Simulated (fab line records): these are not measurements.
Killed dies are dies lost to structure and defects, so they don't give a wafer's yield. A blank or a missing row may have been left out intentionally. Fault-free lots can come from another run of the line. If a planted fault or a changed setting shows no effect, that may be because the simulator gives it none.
Struck lot and sound lot, side by side / flow nand harc / 15 steps out of a route of 1302
Sound: these wafers, L396.1, L396.4, L396.5. Struck: wafer L402.5; the same lot's L402.6 was not struck, so it is left out; see the end for the cause.
Per side, at each step with rows, come the tool, then ch with its chambers, and then its first start. Under that, the readings that differ: sound wafers / struck wafers / difference of the means / sigmas: that difference in standard deviations of wafers without a fault.
alike: readings whose means differ by less than 2 such deviations, and words and numbers that are the same on both sides. not compared: withheld readings, readings that some wafer has no value for, bounds like >300 that may hide the same value, and numbers for which the record gives no deviation and whose values overlap.
A row with sigmas, a row that says differs or no value, or rows on one side alone: a step with any of these is where the two part. Non-overlapping numbers with no deviation appear without sigmas and do not part them. Lack of a reading on every wafer of one side parts them only where that side has two or more wafers.

first, 3 steps without rows for these wafers: NHARC_THIN_TSV_EXPOSE_09 (exposes mask TSV); NHARC_THIN_TSV_PEB_10 (peb time 85 s); NHARC_THIN_TSV_DEVELOP_11 (time 70 s).
NHARC_THIN_TSV_CD_MEAS_12: target cd 1000 nm.
  sound on cd sem-01 ch 0, day 25 06:19; struck on cd sem-03 ch 0, day 28 15:07
  alike: cd nm
then, 1 step without rows for these wafers: NHARC_THIN_TSV_HARDBAKE_13 (time 80 s).
NHARC_THIN_TSV_DESCUM_14: chemistry O2, time 3 s.
  sound on rie diel-09 ch 0,1,3, day 25 06:30; struck on rie diel-09 ch 2, day 28 15:18
  alike: drypump motor current A, o2 flow sccm, oes product au, rf vpp V, showerhead plenum p Torr, throttle valve pct
  not compared: rf hours counter h
NHARC_THIN_TSV_ETCH_44: etches the open film in CF4/O2, target depth 1594.2 nm, time 797.1 s.
  sound on rie diel-09 ch 0,1,3, day 25 06:34; struck on rie diel-09 ch 0, day 28 15:35
  alike: drypump motor current A, o2 flow sccm, oes product au, rf vpp V, showerhead plenum p Torr, throttle valve pct
  not compared: rf hours counter h
NHARC_THIN_TSV_ETCH_15: target depth 3000 nm, bosch target overetch cycles 2, bosch etch step 2.8 s.
  sound on rie si-04 ch 1,3, day 25 07:08; struck on rie si-03 ch 2, day 28 15:58
  alike: drypump motor current A, he backside leak sccm
  not compared: rf hours counter h
NHARC_THIN_TSV_CD_MEAS_16:
  sound: cd sem-02 at day 25 07:17; struck: cd sem-02 at day 28 16:04
  alike: cd nm
then, 2 steps without rows for these wafers: NHARC_THIN_TSV_STRIP_45 (strips in O2); NHARC_THIN_TSV_STRIP_46 (strips in post etch residue remover, time 1200 s).
NHARC_THIN_TSV_DEP_47: deposits SiO2, target thk 200 nm.
  sound on pecvd-04 ch 0,1,2, day 25 08:11; struck on pecvd-04 ch 1, day 28 17:07
  alike: throttle valve pct
NHARC_THIN_TSV_ETCHBACK_48: etches the open film in C4F8/Ar, target depth 1028.5 nm, time 405.17 s.
  sound on rie diel-09 ch 2,3, day 25 08:35; struck on rie diel-13 ch 0, day 28 17:32
reading=over etch frac; sound=0.3 0.3 0.3; struck=0.27663; difference=-0.02337; sigmas=
  alike: oes product au, rf vpp V
  not compared: rf hours counter h
NHARC_THIN_TSV_STRIP_62: strips in N2/H2, time 20 s.
  sound on plasma asher-01 ch 0,1, day 25 08:58; struck on plasma asher-02 ch 0, day 28 17:52
  alike: drypump motor current A, heater power w
  not compared: rf hours counter h
NHARC_END_SORT_01:
  the record has rows for the struck wafers here (prober-02 ch 0, day 29 06:35) and none for the sound ones

## WHERE THEY PART
Only at NHARC_END_SORT_01, within this record.

WHY: the cause the simulator had injected
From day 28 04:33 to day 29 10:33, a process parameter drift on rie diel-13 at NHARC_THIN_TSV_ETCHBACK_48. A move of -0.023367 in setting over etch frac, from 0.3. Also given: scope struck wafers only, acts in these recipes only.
